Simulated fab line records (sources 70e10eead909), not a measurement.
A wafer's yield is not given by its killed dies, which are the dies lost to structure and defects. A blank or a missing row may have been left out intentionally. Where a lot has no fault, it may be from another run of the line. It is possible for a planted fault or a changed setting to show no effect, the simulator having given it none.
What tool caused it? + flow nand-harc + 14 lots, 42 wafers sampled, at 5 steps of a route of 1159

## WHAT THE GAUGES SHOWED, per wafer
NHARC_THIN_TSV_INSPECT_40.
| lot  | measured     | on                | raw-defect-count |
|------|--------------|-------------------|------------------|
| L114 | day 19 17:02 | defect-inspect-01 | 473 394 439      |
| L117 | day 20 00:23 | defect-inspect-02 | 470 408 408      |
| L116 | day 19 13:31 | defect-inspect-02 | 402 430 376      |
| L118 | day 21 06:11 | defect-inspect-01 | 425 550 447      |
| L119 | day 20 14:01 | defect-inspect-02 | 346 370 373      |
| L120 | day 21 06:11 | defect-inspect-02 | 578 505 437      |
| L121 | day 21 14:26 | defect-inspect-01 | 394 389 429      |
| L122 | day 21 06:11 | defect-inspect-02 | 441 397 376      |
| L123 | day 21 14:26 | defect-inspect-02 | 375 315 359      |
| L129 | day 23 08:58 | defect-inspect-01 | 473 424 455      |
| L135 | day 25 08:55 | defect-inspect-02 | 424 378 413      |

NHARC_END_SORT_01.
| lot  | measured     | on        | killed-at-array | killed-at-other | killed-at-periphery | killed-dies | killed-open | killed-short |
|------|--------------|-----------|-----------------|-----------------|---------------------|-------------|-------------|--------------|
| L130 | day 23 22:05 | prober-02 | 643 662 659     | 1 2 0           | 4 5 10              | 648 669 669 | 2 2 3       | 2 3 1        |
| L132 | day 24 14:32 | prober-02 | 648 657 662     | 0 0 0           | 3 4 2               | 651 661 664 | 2 6 3       | 3 2 1        |
| L134 | day 25 01:40 | prober-01 | 663 655 669     | 0 0 0           | 2 5 6               | 665 660 675 | 2 5 3       | 0 1 0        |

## WHICH TOOL RAN EACH LOT (tool, then ch and the chambers of the sampled wafers, then the start)
| lot  | NHARC_A_CHANNEL_HOLE_D1_DEP_00 | NHARC_THIN_TSV_ETCH_44             | NHARC_THIN_TSV_ANNEAL_52         |
|------|--------------------------------|------------------------------------|----------------------------------|
| L114 | acl-dep-01 ch 0, day 8 17:55   | rie-diel-05 ch 1,3, day 19 05:14   | rtp-anneal-01 ch 0, day 19 09:20 |
| L117 | acl-dep-01 ch 0, day 8 21:02   | rie-diel-07 ch 0,1,3, day 19 12:47 | rtp-anneal-02 ch 0, day 19 16:41 |
| L116 | acl-dep-02 ch 0, day 8 21:47   | rie-diel-07 ch 0,2,3, day 19 04:10 | rtp-anneal-01 ch 0, day 19 07:54 |
| L118 | acl-dep-01 ch 0, day 9 15:25   | rie-diel-13 ch 1,2,3, day 20 19:03 | rtp-anneal-01 ch 0, day 20 22:45 |
| L119 | acl-dep-02 ch 0, day 9 16:11   | rie-diel-07 ch 0,2, day 20 02:13   | rtp-anneal-02 ch 0, day 20 06:10 |
| L120 | acl-dep-02 ch 0, day 10 02:31  | rie-diel-05 ch 2,3, day 20 20:02   | rtp-anneal-02 ch 0, day 20 23:55 |
| L121 | acl-dep-03 ch 0, day 10 02:31  | rie-diel-13 ch 0,2,3, day 21 03:40 | rtp-anneal-02 ch 0, day 21 07:28 |
| L122 | acl-dep-02 ch 0, day 10 08:58  | rie-diel-13 ch 0,1,2, day 20 21:07 | rtp-anneal-01 ch 0, day 21 01:04 |
| L123 | acl-dep-01 ch 0, day 10 09:27  | rie-diel-07 ch 1,2, day 21 02:24   | rtp-anneal-02 ch 0, day 21 06:40 |
| L129 | acl-dep-03 ch 0, day 12 08:23  | rie-diel-13 ch 0,1, day 22 21:26   | rtp-anneal-02 ch 0, day 23 01:12 |
| L130 | acl-dep-02 ch 0, day 12 17:34  | -                                  | -                                |
| L132 | acl-dep-02 ch 0, day 13 03:25  | -                                  | -                                |
| L134 | acl-dep-02 ch 0, day 13 05:40  | -                                  | -                                |
| L135 | acl-dep-01 ch 0, day 14 00:44  | rie-diel-05 ch 0,1,2, day 24 21:43 | rtp-anneal-02 ch 0, day 25 01:30 |
- NHARC_A_CHANNEL_HOLE_D1_DEP_00: deposits aC, target thk 3100 nm.
- NHARC_THIN_TSV_ETCH_44: etches the open film in CF4/O2, target depth 1594.2 nm, time 797.1 s.
- NHARC_THIN_TSV_ANNEAL_52: time 90 s.

## AS READ BY THE TOOLS THEMSELVES (means over the sampled wafers that have a number; for cases with no such wafer, the mark the record gives instead)
NHARC_A_CHANNEL_HOLE_D1_DEP_00.
| lot  | tool       | throttle-valve-pct (%) |
|------|------------|------------------------|
| L114 | acl-dep-01 | 35.002                 |
| L117 | acl-dep-01 | 35.012                 |
| L116 | acl-dep-02 | 34.997                 |
| L118 | acl-dep-01 | 34.998                 |
| L119 | acl-dep-02 | 34.998                 |
| L120 | acl-dep-02 | 34.995                 |
| L121 | acl-dep-03 | 34.997                 |
| L122 | acl-dep-02 | 34.991                 |
| L123 | acl-dep-01 | 34.999                 |
| L129 | acl-dep-03 | 35.000                 |
| L130 | acl-dep-02 | 35.003                 |
| L132 | acl-dep-02 | 34.991                 |
| L134 | acl-dep-02 | 35.004                 |
| L135 | acl-dep-01 | 34.997                 |

NHARC_THIN_TSV_ETCH_44.
| lot  | tool        | cf4-flow-sccm (sccm) | drypump-motor-current-A (A) | oes-product-au (a.u.) | rf-vpp-V (V) | showerhead-plenum-p-Torr (Torr) | throttle-valve-pct (%) |
|------|-------------|----------------------|-----------------------------|-----------------------|--------------|---------------------------------|------------------------|
| L114 | rie-diel-05 | 150.4                | 6.2                         | 1.005                 | 799          | 1.91                            | 16.918                 |
| L117 | rie-diel-07 | 150.0                | 5.7                         | 0.995                 | 792          | 1.78                            | 16.914                 |
| L116 | rie-diel-07 | 150.0                | 5.5                         | 1.006                 | 789          | 1.76                            | 16.915                 |
| L118 | rie-diel-13 | 149.9                | 5.7                         | 0.997                 | 795          | 1.84                            | 16.911                 |
| L119 | rie-diel-07 | 150.1                | 5.5                         | 1.006                 | 788          | 1.74                            | 16.903                 |
| L120 | rie-diel-05 | 150.2                | 6.3                         | 0.986                 | 801          | 1.94                            | 16.908                 |
| L121 | rie-diel-13 | 150.5                | 5.4                         | 0.992                 | 792          | 1.80                            | 16.923                 |
| L122 | rie-diel-13 | 150.5                | 5.7                         | 0.984                 | 790          | 1.76                            | 16.916                 |
| L123 | rie-diel-07 | 149.9                | 5.3                         | 1.005                 | 791          | 1.77                            | 16.914                 |
| L129 | rie-diel-13 | 150.0                | 5.8                         | 0.995                 | 792          | 1.80                            | 16.925                 |
| L135 | rie-diel-05 | 150.4                | 5.8                         | 1.004                 | 793          | 1.83                            | 16.908                 |

NHARC_THIN_TSV_ANNEAL_52.
| lot  | tool          | wafer_temp_C_max |
|------|---------------|------------------|
| L114 | rtp-anneal-01 | 226.36           |
| L117 | rtp-anneal-02 | 226.62           |
| L116 | rtp-anneal-01 | 226.20           |
| L118 | rtp-anneal-01 | 226.41           |
| L119 | rtp-anneal-02 | 226.22           |
| L120 | rtp-anneal-02 | 226.43           |
| L121 | rtp-anneal-02 | 226.84           |
| L122 | rtp-anneal-01 | 225.76           |
| L123 | rtp-anneal-02 | 226.82           |
| L129 | rtp-anneal-02 | 226.29           |
| L135 | rtp-anneal-02 | 226.42           |

## THE ANSWER, worked out from the rows above alone
Rule: the lots themselves supply what counts as usual. Put in order of their means at a reading, lots are off if they are a third of the lots or fewer, leave a main group of 4 or more, and stand apart from it by a gap of 3 or more times the standard deviation of the main group's means; of several such gaps the widest counts. Not used: any main group whose means are identical at the precision the tables above print for the reading. A lot without any number at a reading at which 4 lots or more have one is off too. The other lots that the step has rows for count as sound. Order of review: gauges by route order, followed by the tools' own readings, for which a lot's mean as printed above is used. At the first step where some lot is off, the reading lying furthest off is the one used; lots without a number count as furthest.
Across all readings shown, no lot is off: no conclusion can be drawn from this.

## WHAT THE SIMULATOR HAD PUT IN
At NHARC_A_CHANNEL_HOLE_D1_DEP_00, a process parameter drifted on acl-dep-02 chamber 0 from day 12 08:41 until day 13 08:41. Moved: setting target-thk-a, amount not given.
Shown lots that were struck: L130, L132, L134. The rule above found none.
